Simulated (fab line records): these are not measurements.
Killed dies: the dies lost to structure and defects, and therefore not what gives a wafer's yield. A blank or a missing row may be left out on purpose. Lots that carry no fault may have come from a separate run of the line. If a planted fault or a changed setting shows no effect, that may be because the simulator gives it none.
fab line records | flow nandHarc
[record] lots = 6 wafers = 18 lastDay = 33
route steps=1302 shown A_STAIRCASE@735 END@1302
lots that met no fault: taken from a fault-free run of the same line
startH: hours from the record's opening day to when the first of the lot's shown wafers began | waitH: hours since the lot's step before | " as in the row above | L1.1+2: several wafers, shown together as one row | - no value, or no start given | * or withheld: withheld | < > ~ a bound
route shown NAME@n: NAME is a module with steps in the file, n the number in the route of the first one | usual: the fault-free wafers' mean and standard deviation | same: alike in all rows | chamber/n: place in a boat | sites: readings site by site | _std_site: their standard deviation | _edge_site: the outer-site mean with the inner-site mean subtracted | radiusMm: for every site, how far away it sits from the centre of the wafer | mask NAME#n: copy n | behind: tool/chamber where the wafer was last shaped | hold: cause of the lot's hold/its duration in hours/its outcome | device: transistor that didn't switch, given as n, p or np | end of line: tests run on the same wafers once the route is complete | a step given without rows: its recipe and nothing more | killed: at the first sort, the dies lost to defects and structure; wafer yield is something else | map: the dies of a wafer, with x for killed, . for not killed, _ for no die there
set.NAME: the run value of the setting; set.NAME@STEP: its run value at that earlier step | model.NAME: the simulator's own value behind a step, which no gauge read
lots at selected steps of the route; one table per step, one row per wafer
services: from which hour (startH, from the record's first day; less than 0 if before it) a tool's chamber was out of use, for how many hours, and why
[[steps]]
[step NHARC_A_STAIRCASE_ETCH_221]
[recipe] targetDepthA = 1000 timeS = 40.5 ionEnergyEv = 400 c4f8FlowSccm = 20 o2FlowSccm = 10 arFlowSccm = withheld rfW = 600 biasW = 1000 chemistry = C4F8/O2
[usual] oesProductAu = 0.941/0.015 rfVppV = 895/5.3
[same] timeS = 40.5
// columns lot.wafer tool chamber startH waitH oesProductAu rfHoursCounterH rfVppV
L267.3 rieDiel-01 0 - - 0.930 47 898
L267.2 " 2 " " 0.971 50 895
L267.4 " 3 " " 0.936 50 889
L270.3 rieDiel-01 0 - - 0.945 9 898
L270.2 " 1 " " 0.952 8 898
L270.1 " 2 " " 0.939 7 893
L274.2 rieDiel-03 1 - - 0.954 42 898
L274.3 " 3 " " 0.949 49 891
L274.5 " 1 " " 0.960 - 896
L282.1 rieDiel-03 1 - - 0.941 15 896
L282.4 " 3 " " 0.944 14 889
L282.6 " 1 " " 0.931 - 897
L287.2 rieDiel-03 0 - - 0.931 32 906
L287.1 " 2 " " 0.930 32 887
L287.5 " 1 " " 0.951 - 896
L288.2 rieDiel-13 0 - - 0.944 21 900
L288.1 " 1 " " 0.929 22 899
L288.4 " 2 " " 0.927 23 901
[step NHARC_A_STAIRCASE_TRIM_222]
[recipe] timeS = 211.2 o2FlowSccm = 500 arFlowSccm = 0 biasW = 0 chemistry = O2
[usual] drypumpMotorCurrentA = 5.8/0.32 o2FlowSccm = 499.8/1.5 oesProductAu = 0.999/0.013 rfVppV = 57.7/0.88 showerheadPlenumPTorr = 3.50/0.15 throttleValvePct = 17.037/0.0092
[same] timeS = 211.2
// columns lot.wafer tool chamber startH waitH drypumpMotorCurrentA o2FlowSccm oesProductAu rfHoursCounterH rfVppV showerheadPlenumPTorr throttleValvePct
L267.3 rieDiel-01 1 - - 5.7 499.4 1.008 52 56.9 3.65 17.054
L267.4 " 2 " " 5.9 499.0 1.007 50 56.7 3.47 17.033
L267.2 " 3 " " 6.3 497.7 0.989 50 58.1 3.34 17.036
L270.2 rieDiel-01 1 - - 5.7 500.2 1.004 8 57.9 3.64 17.034
L270.3 " 2 " " 5.9 500.6 0.993 7 57.9 3.47 17.037
L270.1 " 3 " " 6.3 500.8 0.981 8 59.1 3.33 17.029
L274.3 rieDiel-03 1 - - 5.7 501.0 1.006 42 58.2 3.55 17.040
L274.2 " 2 " " 6.2 499.6 0.993 47 57.3 3.34 17.037
L274.5 " 3 " " 5.4 499.8 1.008 - 56.5 3.38 17.030
L282.4 rieDiel-03 3 - - 5.4 499.5 1.027 14 58.2 3.36 17.047
L282.1 " 0 " " 6.2 500.8 0.998 16 56.8 3.80 17.043
L282.6 " 1 " " 5.7 497.4 1.007 - 56.6 3.54 17.044
L287.1 rieDiel-03 3 - - 5.4 501.0 1.013 32 57.1 3.35 17.039
L287.2 " 0 " " 6.1 500.7 0.992 32 58.3 3.79 17.041
L287.5 " 0 " " 6.2 499.0 1.010 - 57.6 3.79 17.049
L288.2 rieDiel-13 0 - - 5.9 500.1 0.988 21 57.5 3.59 17.037
L288.1 " 1 " " 5.5 495.8 0.988 22 59.2 3.62 17.042
L288.4 " 2 " " 6.1 501.8 0.991 23 56.9 3.70 17.037
[step NHARC_A_STAIRCASE_ETCH_223]
[recipe] targetDepthA = 1000 timeS = 40.5 ionEnergyEv = 400 c4f8FlowSccm = 20 o2FlowSccm = 10 arFlowSccm = withheld rfW = 600 biasW = 1000 chemistry = C4F8/O2
[step NHARC_A_STAIRCASE_TRIM_224]
[recipe] timeS = 211.2 o2FlowSccm = 500 arFlowSccm = 0 biasW = 0 chemistry = O2
[step NHARC_A_STAIRCASE_ETCH_225]
[recipe] targetDepthA = 1000 timeS = 40.5 ionEnergyEv = 400 c4f8FlowSccm = 20 o2FlowSccm = 10 arFlowSccm = withheld rfW = 600 biasW = 1000 chemistry = C4F8/O2
[step NHARC_A_STAIRCASE_TRIM_226]
[recipe] timeS = 211.2 o2FlowSccm = 500 arFlowSccm = 0 biasW = 0 chemistry = O2
[step NHARC_A_STAIRCASE_ETCH_227]
[recipe] targetDepthA = 1000 timeS = 40.5 ionEnergyEv = 400 c4f8FlowSccm = 20 o2FlowSccm = 10 arFlowSccm = withheld rfW = 600 biasW = 1000 chemistry = C4F8/O2
[usual] oesProductAu = 0.943/0.014 rfVppV = 895/5.4
[same] timeS = 40.5
// columns lot.wafer tool chamber startH waitH oesProductAu rfHoursCounterH rfVppV
L267.2 rieDiel-01 0 - - 0.946 47 898
L267.4 " 2 " " 0.950 51 893
L267.3 " 3 " " 0.924 51 890
L270.1 rieDiel-01 3 - - 0.924 8 889
L270.3 " 0 " " 0.927 9 898
L270.2 " 2 " " 0.937 8 894
L274.3 rieDiel-03 3 - - 0.957 49 891
L274.2 " 1 " " 0.949 42 897
L274.5 " 3 " " 0.950 - 891
L282.4 rieDiel-03 3 - - 0.946 15 889
L282.1 " 0 " " 0.949 17 906
L282.6 " 1 " " 0.948 - 895
L287.2 rieDiel-03 1 - - 0.948 32 896
L287.1 " 3 " " 0.966 33 890
L287.5 " 1 " " 0.943 - 896
L288.4 rieDiel-13 1 - - 0.921 22 897
L288.1 " 3 " " 0.933 21 888
L288.2 " 0 " " 0.932 21 897
[step NHARC_A_STAIRCASE_TRIM_229]
[recipe] timeS = 211.2 o2FlowSccm = 500 arFlowSccm = 0 biasW = 0 chemistry = O2
[step NHARC_A_STAIRCASE_ETCH_230]
[recipe] targetDepthA = 1000 timeS = 40.5 ionEnergyEv = 400 c4f8FlowSccm = 20 o2FlowSccm = 10 arFlowSccm = withheld rfW = 600 biasW = 1000 chemistry = C4F8/O2
[step NHARC_A_STAIRCASE_TRIM_231]
[recipe] timeS = 211.2 o2FlowSccm = 500 arFlowSccm = 0 biasW = 0 chemistry = O2
[step NHARC_A_STAIRCASE_ETCH_232]
[recipe] targetDepthA = 1000 timeS = 40.5 ionEnergyEv = 400 c4f8FlowSccm = 20 o2FlowSccm = 10 arFlowSccm = withheld rfW = 600 biasW = 1000 chemistry = C4F8/O2
[usual] oesProductAu = 0.945/0.016 rfVppV = 895/5.4
[same] timeS = 40.5
// columns lot.wafer tool chamber startH waitH oesProductAu rfHoursCounterH rfVppV
L267.3 rieDiel-01 0 - - 0.941 47 898
L267.2 " 1 " " 0.962 53 900
L267.4 " 3 " " 0.919 51 888
L270.1 rieDiel-03 0 - - 0.937 43 888
L270.2 " 1 " " 0.939 39 897
L270.3 " 2 " " 0.938 43 889
L274.3 rieDiel-03 2 - - 0.944 47 890
L274.2 " 0 " " 0.956 46 887
L274.5 " 2 " " 0.935 - 888
L282.1 rieDiel-13 3 - - 0.936 55 888
L282.4 " 1 " " 0.963 48 900
L282.6 " 3 " " 0.922 - 888
L287.1 rieDiel-03 1 - - 0.960 32 896
L287.2 " 3 " " 0.965 33 889
L287.5 " 2 " " 0.939 - 888
L288.4 rieDiel-01 2 - - 0.947 4 894
L288.2 " 0 " " 0.929 11 897
L288.1 " 1 " " 0.958 9 899
[step NHARC_A_STAIRCASE_TRIM_233]
[recipe] timeS = 211.2 o2FlowSccm = 500 arFlowSccm = 0 biasW = 0 chemistry = O2
[usual] drypumpMotorCurrentA = 5.8/0.33 o2FlowSccm = 500.0/1.6 oesProductAu = 0.999/0.013 rfVppV = 57.6/0.93 showerheadPlenumPTorr = 3.51/0.15 throttleValvePct = 17.037/0.0087
[same] timeS = 211.2
// columns lot.wafer tool chamber startH waitH drypumpMotorCurrentA o2FlowSccm oesProductAu rfHoursCounterH rfVppV showerheadPlenumPTorr throttleValvePct
L267.2 rieDiel-01 1 365.39 - 5.7 499.9 1.015 53 59.1 3.65 17.035
L267.3 " 2 " " 5.9 500.6 1.013 51 58.9 3.47 17.037
L267.4 " 3 " " 6.3 502.2 0.997 51 57.3 3.34 17.048
L270.3 rieDiel-03 3 417.93 - 5.4 500.2 1.005 46 58.9 3.38 17.031
L270.1 " 1 " " 5.7 501.2 1.012 39 57.9 3.56 17.034
L270.2 " 2 " " 6.2 498.6 0.806 43 58.6 3.35 17.041
L274.3 rieDiel-03 2 430.91 - 6.2 497.1 1.000 47 58.0 3.34 17.032
L274.2 " 3 " " 5.4 501.1 0.817 49 57.5 3.38 17.027
L274.5 " 1 " " 5.7 499.7 0.818 - 58.0 3.55 17.045
L282.4 rieDiel-13 2 512.31 - 6.1 498.9 0.992 51 58.9 3.71 17.041
L282.1 " 3 " " 5.1 500.4 0.982 55 56.8 3.33 17.042
L282.6 " 3 " " 5.1 498.9 0.994 - 57.0 3.33 17.040
L287.2 rieDiel-03 2 550.34 - 6.2 501.7 0.985 32 56.5 3.32 17.038
L287.1 " 3 " " 5.4 502.1 1.019 33 58.7 3.35 17.024
L287.5 " 0 " " 6.2 497.4 0.996 - 57.4 3.79 17.016
L288.4 rieDiel-01 3 593.02 - 6.4 501.2 1.015 11 57.7 3.30 17.038
L288.2 " 0 " " 5.9 498.8 0.992 11 57.6 3.54 17.037
L288.1 " 1 " " 5.7 497.5 1.026 9 57.2 3.61 17.043
[step NHARC_A_STAIRCASE_ETCH_234]
[recipe] targetDepthA = 1000 timeS = 40.5 ionEnergyEv = 400 c4f8FlowSccm = 20 o2FlowSccm = 10 arFlowSccm = withheld rfW = 600 biasW = 1000 chemistry = C4F8/O2
[usual] oesProductAu = 0.943/0.014 rfVppV = 895/5.8
[same] timeS = 40.5
// columns lot.wafer tool chamber startH waitH oesProductAu rfHoursCounterH rfVppV
L267.2 rieDiel-01 3 - - 0.922 51 888
L267.4 " 0 " " 0.957 47 898
L267.3 " 2 " " 0.955 51 894
L270.2 rieDiel-03 2 - - 0.948 43 889
L270.1 " 0 " " 0.935 43 885
L270.3 " 1 " " 0.945 39 897
L274.3 rieDiel-03 3 - - 0.956 49 890
L274.2 " 1 " " 0.948 43 896
L274.5 " 2 " " 0.952 - 890
L282.4 rieDiel-13 0 - - 0.939 47 899
L282.1 " 3 " " 0.942 55 889
L282.6 " 1 " " 0.964 - 899
L287.2 rieDiel-03 1 - - 0.964 32 897
L287.1 " 0 " " 0.940 33 905
L287.5 " 1 " " 0.963 - 895
L288.4 rieDiel-01 3 - - 0.948 11 889
L288.1 " 0 " " 0.926 11 895
L288.2 " 1 " " 0.959 9 899
[step NHARC_END_SORT_01]
[recipe] tempC = 25
[usual] killedAtArray = 54/21 killedAtOther = 0.9/1.1 killedAtPeriphery = 3.5/2.5 killedDies = 58/21 killedOpen = 3.3/1.9 killedShort = 2.6/1.8
[same] grossDies = 677
// columns lot.wafer tool chamber startH waitH killedAtArray killedAtOther killedAtPeriphery killedDies killedOpen killedShort
L270.2 prober-01 0 632.11 2.8 633 0 6 639 7 1
L274.2 prober-02 0 632.10 2.8 671 0 2 673 3 5
L274.5 prober-02 0 634.48 3.7 666 0 2 668 1 2
L282.1 prober-01 0 713.27 2.5 32 2 6 40 4 1
L282.4 prober-01 0 715.65 3.4 54 1 7 62 4 1
L282.6 prober-01 0 717.24 4.0 41 4 11 56 0 2
// killed by level:class
L274.2 A_STAIRCASE:areaTrim=623 A_SLIT:chamberFilmFlake=28 A_CHANNEL_HOLE_D2:chamberFilmFlake=5 A_SOURCE_PLATE:geometricParticle:short=3 A_ONON_D2:geometricParticle:open=2 P_M1:chamberFilmFlake=2 A_STAIRCASE:chamberFilmFlake=2 A_M1:chamberFilmFlake=2
L270.2 A_STAIRCASE:areaTrim=596 A_CHANNEL_HOLE_D2:chamberFilmFlake=10 A_WL_FILL:chamberFilmFlake=5 A_CHANNEL_HOLE_D1:chamberFilmFlake=4 A_CONTACT:chamberFilmFlake=4 A_ONON_D2:geometricParticle:open=3 P_STI:chamberFilmFlake=2 A_STAIRCASE:chamberFilmFlake=2
L274.5 A_STAIRCASE:areaTrim=632 A_SLIT:chamberFilmFlake=15 A_CHANNEL_HOLE_D2:chamberFilmFlake=8 A_CHANNEL_HOLE_D1:chamberFilmFlake=2 A_STAIRCASE:chamberFilmFlake=2 A_CONTACT:chamberFilmFlake=2 A_M1:chamberFilmFlake=2 P_CONTACT:geometricParticle:short=1
L282.1 A_SLIT:chamberFilmFlake=14 A_CHANNEL_HOLE_D2:chamberFilmFlake=8 P_GATE:chamberFilmFlake=3 A_CONTACT:chamberFilmFlake=3 A_BLC:geometricParticle:open=2 P_BONDPAD:chamberFilmFlake=2 A_WL_FILL:chamberFilmFlake=2 THIN_TSV:chamberFilmFlake=2
L282.4 A_SLIT:chamberFilmFlake=24 A_CHANNEL_HOLE_D2:chamberFilmFlake=9 A_CHANNEL_HOLE_D1:chamberFilmFlake=8 A_STAIRCASE:chamberFilmFlake=3 P_CONTACT:geometricParticle:open=2 P_BONDPAD:chamberFilmFlake=2 A_ZERO_WELL:chamberFilmFlake=2 A_CHANNEL_FILL_D2:chamberFilmFlake=2
L282.6 A_SLIT:chamberFilmFlake=19 A_CHANNEL_HOLE_D1:chamberFilmFlake=10 A_CHANNEL_HOLE_D2:chamberFilmFlake=6 THIN_TSV:chamberFilmFlake=4 P_ZERO_WELL:chamberFilmFlake=3 P_GATE:chamberFilmFlake=3 P_BONDPAD:chamberFilmFlake=3 P_CONTACT:chamberFilmFlake=2
// map L270.2 (x killed, . not)
____________x____________
_________xxxxxxx_________
_______xxxxxxxxxxx_______
______xxxxxxxxxxxxx______
_____xxxxxxxxxxxxxxx_____
____xxxxxxxxxxxxxxxxx____
____xxxxxxxxxxxxxxxxx____
___xxxxxxxxxxxxxxxxxxx___
___xxxxxxxxxxxxxxxxxxx___
__xxxxxxxx.xxxxxxxxxxxx__
__xxxxxxxxxxxxxxxxxxxxx__
_xxxxxxxxxx.x..xxxxxxxxx_
_xxxxxxxxxxx..xxxxxxxxxx_
_xxxxxxxxxxxxx.xxxxxxxxx_
_xxxxxxxxxxxxx.xxxxxxxxx_
_xxxxxxx.x.xxxxxxxxxxxxx_
xxxxxxx.xxxxx.xxxx..xxxxx
xxxxxxxxx..xx.xxxxxxxxxxx
xxxxxxxxxx.xxx...xxxxxxxx
xxxxxxx.xxx.xxxxxx.xxxxxx
xxxxxxxxx..x.xxx.xxxxxxxx
_xxxxxxxx.x.xxxxxxxxxxxx_
_xxxxxxxxxxxx.xxxxxxxxxx_
_xxxxxxxxx.xxxxxxxxxxxxx_
_xxxxxx.x.xxx.xxxxxxxxxx_
_xxxxxxxxxxxxxxxxxxxxxxx_
__xxxxxxxxxxxxxxx.xxxxx__
__xxxxxxxxxx.xxxxxxxxxx__
___xxxxxxxxxxxxx.xxxxx___
___xxxxxxxxxxxxxxxxxxx___
____xxxxxxxxxxxxxxxxx____
____xxxxxxxxxxxxxxxxx____
_____xxxxxxxxxxxxxxx_____
______xxxxxxxxxxxxx______
_______xxxxxxxxxxx_______
_________xxxxxxx_________
____________x____________
// map L274.2 (x killed, . not)
____________x____________
_________xxxxxxx_________
_______xxxxxxxxxxx_______
______xxxxxxxxxxxxx______
_____xxxxxxxxxxxxxxx_____
____xxxxxxxxxxxxxxxxx____
____xxxxxxxxxxxxxxxxx____
___xxxxxxxxxxxxxxxxxxx___
___xxxxxxxxxxxxxxxxxxx___
__xxxx.xxxxxxxxxxxxxxxx__
__xxxxxxxxxxxxxxxxxxxxx__
_xxxxxxxx.xxxxxxxxxxxxxx_
_xxxxxxxxxxxxxxxxxxxxxxx_
_xxxxxxxxxxxxxxxxxxxxxxx_
_xxxxxxxxxxxxxxxxxxxxxxx_
_xxxxxxxxxxxxxxxxxxxxxxx_
xxxxxxxxxxxxxxxxx.xxxxxxx
xxxxxxxxxxxxxxxxxxxxxxxxx
xxxxxxxxxxxxxxxxxxxxxxxxx
xxxxxxxxxxxxxxxxxxxxxxxxx
xxxxxxxxxxxxxxxxxxxxxxxxx
_xxxxxxxxxxxxxxx.xxxxxxx_
_xxxxxxxxxxxxxxxxxxxxxxx_
_xxxxxxxxxxxxxxxxxxxxxxx_
_xxxxxxxxxxxxxxxxxxxxxxx_
_xxxxxxxxxxxxxxxxxxxxxxx_
__xxxxxxxxxxxxxxxxxxxxx__
__xxxxxxxxxxxxxxxxxxxxx__
___xxxxxxxxxxxxxxxxxxx___
___xxxxxxxxxxxxxxxxxxx___
____xxxxxxxxxxxxxxxxx____
____xxxxxxxxxxxxxxxxx____
_____xxxxxxxxxxxxxxx_____
______xxxxxxxxxxxxx______
_______xxxxxxxxxxx_______
_________xxxxxxx_________
____________x____________
[[services]]
// columns tool chamber startH hours kind
rieDiel-03 - 339.64 0.6 repair
rieDiel-13 - 343.02 9.0 pm
rieDiel-03 0 343.11 - clean
rieDiel-03 1 343.11 - clean
rieDiel-03 2 343.11 - clean
rieDiel-03 3 343.11 - clean
rieDiel-03 0 367.61 - clean
rieDiel-03 1 367.61 - clean
rieDiel-03 2 367.61 - clean
rieDiel-03 3 367.61 - clean
rieDiel-01 - 380.82 9.0 pm
rieDiel-03 0 392.30 - clean
rieDiel-03 1 392.30 - clean
rieDiel-01 - 396.72 0.4 repair
rieDiel-13 0 401.64 10.6 repair
rieDiel-03 - 461.71 9.0 pm
rieDiel-13 1 485.28 3.4 repair
rieDiel-13 3 517.00 2.9 repair
rieDiel-13 2 518.14 4.1 repair
rieDiel-13 - 520.08 9.0 pm
rieDiel-01 - 557.83 9.0 pm
rieDiel-03 2 563.07 2.6 repair
rieDiel-01 2 573.91 10.4 repair
rieDiel-13 - 586.75 0.2 repair
[[key]]
[firstSign] step = NHARC_A_STAIRCASE_TRIM_233 reading = oesProductAu direction = down sigmas = 14 usual = 0.999 struck = 0.814
[effect] step = NHARC_END_SORT_01 reading = killedAtArray direction = up sigmas = 28 usual = 54 struck = 657
[moreKillsBornAt] NHARC_A_STAIRCASE_TRIM_233@rieDiel-03 = 1851
metAt NHARC_A_STAIRCASE_TRIM_233
struckWafers L270.2,L274.2,L274.5
laterRowsLeftOut L270.2,L274.2,L274.5
testerLeftOut L270,L274
[fault] kind = processParameterDrift tool = rieDiel-03 chamber = - onsetH = 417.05 steps = NHARC_A_STAIRCASE_TRIM_233 channel = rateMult offset = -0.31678 shape = step endH = 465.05 scope = struckWafersOnly
// testerLeftOut: of these lots the tester's yield and bins aren't shown, on N5 and GAA mostly nor the transistor test; their killed dies are dies lost to structure and defects alone, not to doping, threshold or leakage, so they don't give the yield
// laterRowsLeftOut: the simulator's readings of these wafers behind a module that went badly wrong aren't trusted and aren't shown, but for the sort
